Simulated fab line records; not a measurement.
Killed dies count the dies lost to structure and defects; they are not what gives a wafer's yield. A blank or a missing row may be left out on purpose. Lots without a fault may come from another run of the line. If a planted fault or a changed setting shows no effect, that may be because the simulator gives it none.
fab line records + flow nand-harc
record
- lots=12
- wafers=36
- last-day=24
route steps=1159 shown A_STAIRCASE@585 END@1159
lots that met no fault: taken from a fault-free run of the same line
start-h: hours from the record's opening day to when the first of the lot's shown wafers began + wait-h: hours elapsed since this lot's preceding step + " the same as in the row above + L1.1+2: one row covering several wafers at once + - no value, or no start given + * or withheld: withheld + < > ~ a bound
route shown NAME@n: a module of which the file shows steps, and the number in the route of the first + usual: mean/standard deviation taken from wafers without a fault + same: alike in all rows + chamber/n: place in a boat + sites: each site's reading + _std_site: standard deviation of those values + _edge_site: the outer-site mean with the inner-site mean subtracted + radius-mm: for every site, how far away it sits from the centre of the wafer + mask NAME#n: copy n + behind: tool/chamber where the wafer was last shaped + hold: cause of the lot's hold/its duration in hours/its outcome + device: which transistor (n, p or np) failed to switch + end of line: the tests these same wafers got at the end of their route + a step given without rows: its recipe and nothing more + killed: count of dies lost to structure and defects at first sort (not the wafer's yield) + map: shows each die of a wafer: x if killed, . if not, _ if none is there
set.NAME: the setting that was run; set.NAME@STEP: the one run at that earlier step + model.NAME: the simulator's own value behind a step, which no gauge read
a sample of lots followed through the steps of the route, with each step as a table and each wafer as a row
services: the hour from which a tool's chamber was out of use, counted from the record's first day as start-h (under 0 if before that day), plus the number of hours and why
## steps
# step NHARC_A_STAIRCASE_TRIM_191
# recipe
- time-s=211.2
- o2-flow-sccm=500
- ar-flow-sccm=0
- bias-w=0
- chemistry=O2
# usual
- drypump-motor-current-A=5.4/0.35
- oes-product-au=1.001/0.0065
- rf-vpp-V=57.9/0.85
- showerhead-plenum-p-Torr=3.63/0.11
- throttle-valve-pct=17.036/0.0086
| lot.wafer | tool        | chamber | start-h | wait-h | drypump-motor-current-A | oes-product-au | rf-hours-counter-h | rf-vpp-V | showerhead-plenum-p-Torr | throttle-valve-pct |
|-----------|-------------|---------|---------|--------|-------------------------|----------------|--------------------|----------|--------------------------|--------------------|
| L145.1    | rie-diel-02 | 3       | -       | -      | 6.1                     | 0.996          | 30                 | 57.2     | 3.64                     | 17.039             |
| L145.2    | "           | 0       | "       | "      | 5.8                     | 0.989          | 32                 | 57.4     | 3.42                     | 17.032             |
| L145.5    | "           | 3       | "       | "      | 6.1                     | 0.991          | -                  | 58.4     | 3.64                     | 17.037             |
| L144.1    | rie-diel-07 | 1       | -       | -      | 5.6                     | 0.999          | 7                  | 58.5     | 3.56                     | 17.043             |
| L144.4    | "           | 3       | "       | "      | 5.5                     | 1.007          | 6                  | 57.3     | 3.55                     | 17.046             |
| L144.6    | "           | 0       | "       | "      | 5.7                     | 1.006          | -                  | 59.1     | 3.66                     | 17.043             |
| L148.3    | rie-diel-07 | 3       | -       | -      | 5.5                     | 0.998          | 8                  | 57.8     | 3.54                     | 17.031             |
| L148.1    | "           | 0       | "       | "      | 5.7                     | 0.997          | 8                  | 58.2     | 3.66                     | 17.040             |
| L148.2    | "           | 1       | "       | "      | 5.6                     | 0.991          | 9                  | 57.2     | 3.56                     | 17.034             |
| L146.1    | rie-diel-06 | 3       | -       | -      | 4.7                     | 0.995          | 2                  | 58.8     | 3.77                     | 17.034             |
| L146.4    | "           | 1       | "       | "      | 5.3                     | 1.012          | 2                  | 58.6     | 3.56                     | 17.034             |
| L146.6    | "           | 3       | "       | "      | 4.7                     | 0.998          | -                  | 58.2     | 3.77                     | 17.048             |
| L150.4    | rie-diel-07 | 1       | -       | -      | 5.6                     | 0.997          | -                  | 58.8     | 3.56                     | 17.033             |
| L150.3    | "           | 3       | "       | "      | 5.5                     | 0.995          | -                  | 58.4     | 3.54                     | 17.027             |
| L150.5    | "           | 3       | "       | "      | 5.4                     | 0.990          | -                  | 59.8     | 3.54                     | 17.044             |
| L151.2    | rie-diel-06 | 1       | -       | -      | 5.2                     | 1.012          | 10                 | 57.2     | 3.56                     | 17.034             |
| L151.1    | "           | 3       | "       | "      | 4.7                     | 0.990          | 9                  | 58.6     | 3.77                     | 17.027             |
| L151.6    | "           | 2       | "       | "      | 5.3                     | 1.010          | -                  | 58.6     | 3.77                     | 17.032             |
| L152.1    | rie-diel-07 | 1       | -       | -      | 5.6                     | 1.014          | 24                 | 56.5     | 3.55                     | 17.049             |
| L152.6    | "           | 1       | "       | "      | 5.6                     | 1.001          | -                  | 58.0     | 3.55                     | 17.027             |
| L152.5    | "           | 2       | "       | "      | 5.6                     | 1.002          | -                  | 59.3     | 3.62                     | 17.045             |
| L156.1    | rie-diel-06 | 0       | -       | -      | 5.0                     | 1.008          | 19                 | 57.2     | 3.70                     | 17.033             |
| L156.4    | "           | 1       | "       | "      | 5.2                     | 1.006          | 24                 | 56.4     | 3.55                     | 17.037             |
| L156.2    | "           | 3       | "       | "      | 4.8                     | 1.011          | 23                 | 58.0     | 3.76                     | 17.035             |
| L165.1    | rie-diel-02 | 3       | -       | -      | 6.1                     | 0.995          | 8                  | 56.9     | 3.62                     | 17.040             |
| L165.3    | "           | 0       | "       | "      | 5.8                     | 0.999          | 7                  | 57.4     | 3.39                     | 17.024             |
| L165.2    | "           | 1       | "       | "      | 5.5                     | 1.000          | 7                  | 58.0     | 3.34                     | 17.019             |
| L166.1    | rie-diel-06 | 1       | -       | -      | 5.3                     | 1.007          | 42                 | 57.1     | 3.54                     | 17.022             |
| L166.3    | "           | 2       | "       | "      | 5.3                     | 1.003          | 41                 | 58.1     | 3.75                     | 17.044             |
| L166.4    | "           | 0       | "       | "      | 5.0                     | 0.998          | 38                 | 57.0     | 3.69                     | 17.038             |
| L164.3    | rie-diel-07 | 2       | -       | -      | 5.6                     | 1.013          | 50                 | 58.1     | 3.61                     | 17.045             |
| L164.4    | "           | 1       | "       | "      | 5.6                     | 1.003          | 48                 | 56.9     | 3.54                     | 17.031             |
| L164.6    | "           | 2       | "       | "      | 5.6                     | 0.988          | -                  | 57.4     | 3.61                     | 17.035             |
| L167.1    | rie-diel-07 | 2       | -       | -      | 5.6                     | 1.001          | 53                 | 57.8     | 3.61                     | 17.048             |
| L167.4    | "           | 3       | "       | "      | 5.5                     | 0.990          | 56                 | 58.7     | 3.52                     | 17.041             |
| L167.5    | "           | 1       | "       | "      | 5.6                     | 0.996          | -                  | 58.2     | 3.54                     | 17.040             |
# step NHARC_A_STAIRCASE_TRIM_198
# recipe
- time-s=211.2
- o2-flow-sccm=500
- ar-flow-sccm=0
- bias-w=0
- chemistry=O2
# usual
- drypump-motor-current-A=5.4/0.36
- oes-product-au=1.001/0.008
- rf-vpp-V=58.1/0.98
- showerhead-plenum-p-Torr=3.63/0.12
- throttle-valve-pct=17.037/0.0087
| lot.wafer | tool        | chamber | start-h | wait-h | drypump-motor-current-A | oes-product-au | rf-hours-counter-h | rf-vpp-V | showerhead-plenum-p-Torr | throttle-valve-pct |
|-----------|-------------|---------|---------|--------|-------------------------|----------------|--------------------|----------|--------------------------|--------------------|
| L145.1    | rie-diel-07 | 3       | -       | -      | 5.5                     | 1.011          | 2                  | 55.8     | 3.55                     | 17.047             |
| L145.2    | "           | 1       | "       | "      | 5.6                     | 0.999          | 2                  | 57.9     | 3.57                     | 17.037             |
| L145.5    | "           | 3       | "       | "      | 5.5                     | 0.992          | -                  | 58.1     | 3.55                     | 17.029             |
| L144.4    | rie-diel-06 | 2       | -       | -      | 5.3                     | 1.012          | 0                  | 57.9     | 3.77                     | 17.045             |
| L144.1    | "           | 3       | "       | "      | 4.7                     | 0.992          | 0                  | 56.5     | 3.77                     | 17.031             |
| L144.6    | "           | 3       | "       | "      | 4.7                     | 1.002          | -                  | 57.2     | 3.77                     | 17.028             |
| L148.2    | rie-diel-06 | 2       | -       | -      | 5.3                     | 0.995          | 2                  | 59.6     | 3.77                     | 17.032             |
| L148.1    | "           | 3       | "       | "      | 4.7                     | 0.994          | 2                  | 59.0     | 3.77                     | 17.021             |
| L148.3    | "           | 1       | "       | "      | 5.2                     | 1.002          | 2                  | 59.1     | 3.56                     | 17.034             |
| L146.4    | rie-diel-07 | 1       | -       | -      | 5.6                     | 1.006          | 10                 | 56.3     | 3.56                     | 17.043             |
| L146.1    | "           | 3       | "       | "      | 5.5                     | 1.011          | 9                  | 58.7     | 3.54                     | 17.024             |
| L146.6    | "           | 2       | "       | "      | 5.6                     | 0.999          | -                  | 57.9     | 3.63                     | 17.041             |
| L150.4    | rie-diel-06 | 0       | -       | -      | 5.0                     | 1.006          | 9                  | 58.5     | 3.71                     | 17.042             |
| L150.3    | "           | 1       | "       | "      | 5.3                     | 1.009          | 11                 | 58.3     | 3.56                     | 17.030             |
| L150.5    | "           | 1       | "       | "      | 5.3                     | 1.003          | -                  | 58.6     | 3.56                     | 17.026             |
| L151.2    | rie-diel-02 | 0       | -       | -      | 5.8                     | 0.997          | 48                 | 56.4     | 3.41                     | 17.043             |
| L151.1    | "           | 3       | "       | "      | 6.1                     | 0.998          | 45                 | 59.2     | 3.63                     | 17.048             |
| L151.6    | "           | 0       | "       | "      | 5.8                     | 1.005          | -                  | 57.9     | 3.41                     | 17.042             |
| L152.1    | rie-diel-07 | 2       | -       | -      | 5.6                     | 0.996          | 21                 | 58.3     | 3.62                     | 17.030             |
| L152.5    | "           | 3       | "       | "      | 5.4                     | 0.999          | -                  | 58.4     | 3.54                     | 17.031             |
| L152.6    | "           | 0       | "       | "      | 5.7                     | 0.999          | -                  | 56.3     | 3.66                     | 17.033             |
| L156.2    | rie-diel-06 | 0       | -       | -      | 5.0                     | 1.000          | 19                 | 58.3     | 3.70                     | 17.041             |
| L156.4    | "           | 1       | "       | "      | 5.2                     | 1.002          | 24                 | 58.0     | 3.55                     | 17.033             |
| L156.1    | "           | 2       | "       | "      | 5.3                     | 1.000          | 24                 | 59.2     | 3.76                     | 17.044             |
| L165.1    | rie-diel-02 | 3       | -       | -      | 6.1                     | 0.996          | 8                  | 58.2     | 3.62                     | 17.047             |
| L165.3    | "           | 0       | "       | "      | 5.8                     | 0.999          | 8                  | 56.8     | 3.40                     | 17.042             |
| L165.2    | "           | 1       | "       | "      | 5.5                     | 1.002          | 8                  | 58.2     | 3.34                     | 17.032             |
| L166.3    | rie-diel-02 | 1       | -       | -      | 5.5                     | 1.004          | 8                  | 56.4     | 3.34                     | 17.033             |
| L166.1    | "           | 2       | "       | "      | 5.2                     | 1.005          | 9                  | 58.8     | 3.77                     | 17.038             |
| L166.4    | "           | 3       | "       | "      | 6.1                     | 1.003          | 9                  | 59.0     | 3.62                     | 17.041             |
| L164.3    | rie-diel-07 | 2       | -       | -      | 5.6                     | 0.993          | 51                 | 58.3     | 3.61                     | 17.033             |
| L164.4    | "           | 3       | "       | "      | 5.5                     | 1.001          | 54                 | 56.9     | 3.52                     | 17.042             |
| L164.6    | "           | 2       | "       | "      | 5.6                     | 0.994          | -                  | 58.6     | 3.61                     | 17.049             |
| L167.1    | rie-diel-06 | 2       | -       | -      | 5.3                     | 1.007          | 48                 | 59.7     | 3.74                     | 17.045             |
| L167.4    | "           | 0       | "       | "      | 5.0                     | 1.000          | 44                 | 57.5     | 3.69                     | 17.028             |
| L167.5    | "           | 2       | "       | "      | 5.3                     | 1.000          | -                  | 58.5     | 3.75                     | 17.033             |
# step NHARC_A_STAIRCASE_ETCH_199
# recipe
- target-depth-a=1000
- time-s=40.5
- ion-energy-ev=400
- c4f8-flow-sccm=20
- o2-flow-sccm=10
- ar-flow-sccm=withheld
- rf-w=600
- bias-w=1000
- chemistry=C4F8/O2
# usual
- oes-product-au=0.945/0.012
- rf-vpp-V=899/4.4
| lot.wafer | tool        | chamber | start-h | wait-h | oes-product-au | rf-hours-counter-h | rf-vpp-V |
|-----------|-------------|---------|---------|--------|----------------|--------------------|----------|
| L145.2    | rie-diel-07 | 2       | 244.24  | -      | 0.937          | 2                  | 900      |
| L145.1    | "           | 1       | "       | "      | 0.956          | 2                  | 898      |
| L145.5    | "           | 3       | "       | "      | 0.939          | -                  | 897      |
| L144.1    | rie-diel-06 | 1       | 251.94  | -      | 0.977          | 0                  | 898      |
| L144.4    | "           | 3       | "       | "      | 0.943          | 0                  | 905      |
| L144.6    | "           | 2       | "       | "      | 0.962          | -                  | 905      |
| L148.2    | rie-diel-06 | 0       | 256.51  | -      | 0.939          | 2                  | 902      |
| L148.1    | "           | 1       | "       | "      | 0.954          | 2                  | 898      |
| L148.3    | "           | 2       | "       | "      | 0.954          | 2                  | 904      |
| L146.4    | rie-diel-07 | 3       | 257.17  | -      | 0.960          | 9                  | 896      |
| L146.1    | "           | 1       | "       | "      | 0.919          | 10                 | 898      |
| L146.6    | "           | 3       | "       | "      | 0.951          | -                  | 894      |
| L151.1    | rie-diel-02 | 0       | 279.31  | -      | 0.944          | 48                 | 891      |
| L151.2    | "           | 1       | "       | "      | 0.931          | 48                 | 890      |
| L151.6    | "           | 0       | "       | "      | 0.940          | -                  | 892      |
| L150.4    | rie-diel-06 | 3       | 279.31  | -      | 0.945          | 9                  | 904      |
| L150.3    | "           | 0       | "       | "      | 0.960          | 9                  | 904      |
| L150.5    | "           | 2       | "       | "      | 0.967          | -                  | 904      |
| L152.1    | rie-diel-07 | 3       | 292.48  | -      | 0.944          | 23                 | 897      |
| L152.6    | "           | 3       | "       | "      | 0.937          | -                  | 896      |
| L152.5    | "           | 0       | "       | "      | 0.942          | -                  | 900      |
| L156.1    | rie-diel-06 | 0       | 319.44  | -      | 0.937          | 19                 | 902      |
| L156.2    | "           | 1       | "       | "      | 0.937          | 24                 | 897      |
| L156.4    | "           | 3       | "       | "      | 0.802          | 24                 | 905      |
| L165.3    | rie-diel-02 | 0       | 364.34  | -      | 0.943          | 8                  | 891      |
| L165.2    | "           | 1       | "       | "      | 0.942          | 8                  | 889      |
| L165.1    | "           | 2       | "       | "      | 0.944          | 8                  | 904      |
| L166.4    | rie-diel-02 | 3       | 366.16  | -      | 0.940          | 9                  | 899      |
| L166.1    | "           | 0       | "       | "      | 0.947          | 8                  | 892      |
| L166.3    | "           | 1       | "       | "      | 0.936          | 8                  | 889      |
| L164.4    | rie-diel-07 | 2       | 369.61  | -      | 0.954          | 51                 | 898      |
| L164.3    | "           | 3       | "       | "      | 0.957          | 54                 | 895      |
| L164.6    | "           | 1       | "       | "      | 0.941          | -                  | 897      |
| L167.1    | rie-diel-06 | 2       | 379.80  | -      | 0.940          | 48                 | 903      |
| L167.4    | "           | 0       | "       | "      | 0.930          | 44                 | 901      |
| L167.5    | "           | 2       | "       | "      | 0.932          | -                  | 903      |
# step NHARC_A_STAIRCASE_STRIP_205
# recipe
- power-w=1500
- temp-c=250
- chemistry=O2
# usual
- drypump-motor-current-A=5.8/0.42
- heater-power-w=303/27
| lot.wafer | tool            | chamber | start-h | wait-h | drypump-motor-current-A | heater-power-w | rf-hours-counter-h |
|-----------|-----------------|---------|---------|--------|-------------------------|----------------|--------------------|
| L145.1    | plasma-asher-02 | 1       | 245.08  | 0.1    | 6.1                     | 350            | 18                 |
| L145.2    | "               | 0       | "       | "      | 5.8                     | 281            | 18                 |
| L145.5    | "               | 0       | "       | "      | 5.8                     | 278            | -                  |
| L144.1    | plasma-asher-02 | 1       | 252.59  | 0.1    | 6.1                     | 351            | 22                 |
| L144.4    | "               | 0       | "       | "      | 5.8                     | 283            | -                  |
| L144.6    | "               | 1       | "       | "      | 6.1                     | 341            | -                  |
| L148.1    | plasma-asher-02 | 1       | 257.14  | 0.1    | 6.1                     | 344            | 23                 |
| L148.2    | "               | 0       | "       | "      | 5.8                     | 280            | 23                 |
| L148.3    | "               | 1       | "       | "      | 6.1                     | 347            | -                  |
| L146.1    | plasma-asher-01 | 1       | 258.01  | 0.1    | 5.2                     | 300            | 54                 |
| L146.4    | "               | 0       | "       | "      | 6.3                     | 274            | -                  |
| L146.6    | "               | 1       | "       | "      | 5.2                     | 292            | -                  |
| L150.3    | plasma-asher-02 | 1       | 280.03  | 0.2    | 6.1                     | 352            | -                  |
| L150.4    | "               | 0       | "       | "      | 5.8                     | 274            | -                  |
| L150.5    | "               | 1       | "       | "      | 6.1                     | 345            | -                  |
| L151.2    | plasma-asher-02 | 0       | 280.21  | 0.3    | 5.8                     | 282            | 31                 |
| L151.1    | "               | 1       | "       | "      | 6.1                     | 352            | 31                 |
| L151.6    | "               | 1       | "       | "      | 6.1                     | 351            | -                  |
| L152.1    | plasma-asher-02 | 1       | 293.22  | 0.1    | 6.1                     | 347            | 34                 |
| L152.5    | "               | 0       | "       | "      | 5.8                     | 282            | -                  |
| L152.6    | "               | 1       | "       | "      | 6.1                     | 336            | -                  |
| L156.2    | plasma-asher-02 | 0       | 320.18  | 0.1    | 5.8                     | 278            | 43                 |
| L156.1    | "               | 1       | "       | "      | 6.1                     | 348            | 43                 |
| L156.4    | "               | 1       | "       | "      | 6.1                     | 349            | -                  |
| L165.1    | plasma-asher-01 | 1       | 365.25  | 0.3    | 5.2                     | 307            | 28                 |
| L165.2    | "               | 0       | "       | "      | 6.3                     | 283            | 28                 |
| L165.3    | "               | 0       | "       | "      | 6.3                     | 281            | -                  |
| L166.1    | plasma-asher-01 | 0       | 367.00  | 0.2    | 6.3                     | 277            | 29                 |
| L166.3    | "               | 1       | "       | "      | 5.1                     | 304            | -                  |
| L166.4    | "               | 0       | "       | "      | 6.3                     | 282            | -                  |
| L164.3    | plasma-asher-01 | 0       | 370.33  | 0.2    | 6.2                     | 282            | -                  |
| L164.4    | "               | 1       | "       | "      | 5.1                     | 313            | -                  |
| L164.6    | "               | 0       | "       | "      | 6.2                     | 288            | -                  |
| L167.1    | plasma-asher-01 | 1       | 381.17  | 0.5    | 5.1                     | 308            | 36                 |
| L167.4    | "               | 1       | "       | "      | 5.2                     | 301            | -                  |
| L167.5    | "               | 1       | "       | "      | 5.2                     | 301            | -                  |
# step NHARC_END_SORT_01
# recipe
- temp-c=25
# usual
- killed-at-array=26/9.6
- killed-at-other=0.7/0.92
- killed-at-periphery=3.8/2.7
- killed-dies=31/10
- killed-open=3.3/1.7
- killed-short=1.8/1.3
# same
- gross-dies=677
| lot.wafer | tool      | chamber | start-h | wait-h | killed-at-array | killed-at-other | killed-at-periphery | killed-dies | killed-open | killed-short |
|-----------|-----------|---------|---------|--------|-----------------|-----------------|---------------------|-------------|-------------|--------------|
| L156.1    | prober-02 | 0       | 505.76  | 2.5    | 18              | 1               | 2                   | 21          | 2           | 4            |
| L156.2    | prober-02 | 0       | 506.57  | 2.8    | 30              | 0               | 1                   | 31          | 3           | 2            |
| L156.4    | prober-02 | 0       | 508.19  | 3.4    | 158             | 0               | 8                   | 166         | 5           | 2            |
# killed by level:class
L156.1 A_SLIT:chamber-film-flake=7 P_STI:chamber-film-flake=2 A_STAIRCASE:chamber-film-flake=2 A_SOURCE_PLATE:geometric-particle:short=1 A_CONTACT:chamber-film-flake=1 A_SLIT:geometric-particle:short=1 A_WL_FILL:geometric-particle:open=1 A_WL_FILL:geometric-particle:short=1
L156.2 A_STAIRCASE:chamber-film-flake=9 A_SLIT:chamber-film-flake=7 A_CHANNEL_FILL_D1:chamber-film-flake=5 A_CHANNEL_HOLE_D1:chamber-film-flake=3 P_M1:geometric-particle:open=1 A_WL_FILL:geometric-particle:open=1 A_WL_FILL:geometric-particle:short=1 A_BLC:geometric-particle:open=1
L156.4 A_STAIRCASE:area-etch=136 A_STAIRCASE:chamber-film-flake=7 A_SLIT:chamber-film-flake=6 P_BONDPAD:chamber-film-flake=3 P_STI:chamber-film-flake=2 A_CHANNEL_HOLE_D1:chamber-film-flake=2 A_CHANNEL_FILL_D1:chamber-film-flake=2 P_GATE:geometric-particle:open=1
## services
| tool            | chamber | start-h | hours | kind       |
|-----------------|---------|---------|-------|------------|
| rie-diel-02     | 2       | 222.54  | 2.5   | repair     |
| rie-diel-06     | 0       | 222.84  | -     | clean      |
| rie-diel-06     | 1       | 222.84  | -     | clean      |
| rie-diel-06     | 2       | 222.84  | -     | clean      |
| rie-diel-06     | 3       | 222.84  | -     | clean      |
| rie-diel-07     | -       | 228.36  | 9.0   | pm         |
| rie-diel-07     | 0       | 228.36  | 9.0   | vent-cycle |
| rie-diel-07     | 1       | 228.36  | 9.0   | vent-cycle |
| rie-diel-07     | 2       | 228.36  | 9.0   | vent-cycle |
| rie-diel-07     | 3       | 228.36  | 9.0   | vent-cycle |
| rie-diel-02     | 3       | 235.05  | 5.9   | repair     |
| rie-diel-07     | 0       | 237.36  | -     | clean      |
| rie-diel-07     | 1       | 237.36  | -     | clean      |
| rie-diel-07     | 2       | 237.36  | -     | clean      |
| rie-diel-07     | 3       | 237.36  | -     | clean      |
| rie-diel-06     | -       | 241.85  | 9.0   | pm         |
| rie-diel-02     | -       | 258.59  | 0.4   | repair     |
| rie-diel-07     | 0       | 271.98  | 11.8  | repair     |
| plasma-asher-01 | -       | 276.02  | 9.0   | pm         |
| rie-diel-06     | 0       | 284.88  | 9.7   | repair     |
| rie-diel-06     | -       | 300.37  | 1.9   | repair     |
| rie-diel-02     | -       | 327.83  | 9.0   | pm         |
| plasma-asher-02 | -       | 360.13  | 9.0   | pm         |
| rie-diel-07     | 0       | 379.37  | 1.6   | repair     |
## key
first-sign
- step=NHARC_A_STAIRCASE_ETCH_199
- reading=oes-product-au
- direction=down
- sigmas=12
- usual=0.945
- struck=0.802
effect
- step=NHARC_END_SORT_01
- reading=killed-at-array
- direction=up
- sigmas=14
- usual=26
- struck=158
more-kills-born-at
- NHARC_A_STAIRCASE_ETCH_199@rie-diel-06=136
met-at NHARC_A_STAIRCASE_ETCH_199
struck-lots L156
struck-wafers L156.4
tester-left-out L156
not-acting-at NHARC_A_STAIRCASE_TRIM_191,NHARC_A_STAIRCASE_TRIM_198,NHARC_A_STAIRCASE_STRIP_205
onset-between 279.31 319.44
fault
- kind=process-parameter-drift
- tool=rie-diel-06
- chamber=3
- onset-h=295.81
- steps=NHARC_A_STAIRCASE_ETCH_199
- channel=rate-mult
- offset=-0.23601
- shape=step
- end-h=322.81
# tester-left-out: of these lots the tester's yield and bins aren't shown, on N5 and GAA mostly nor the transistor test; their killed dies are dies lost to structure and defects alone, not to doping, threshold or leakage, so they don't give the yield
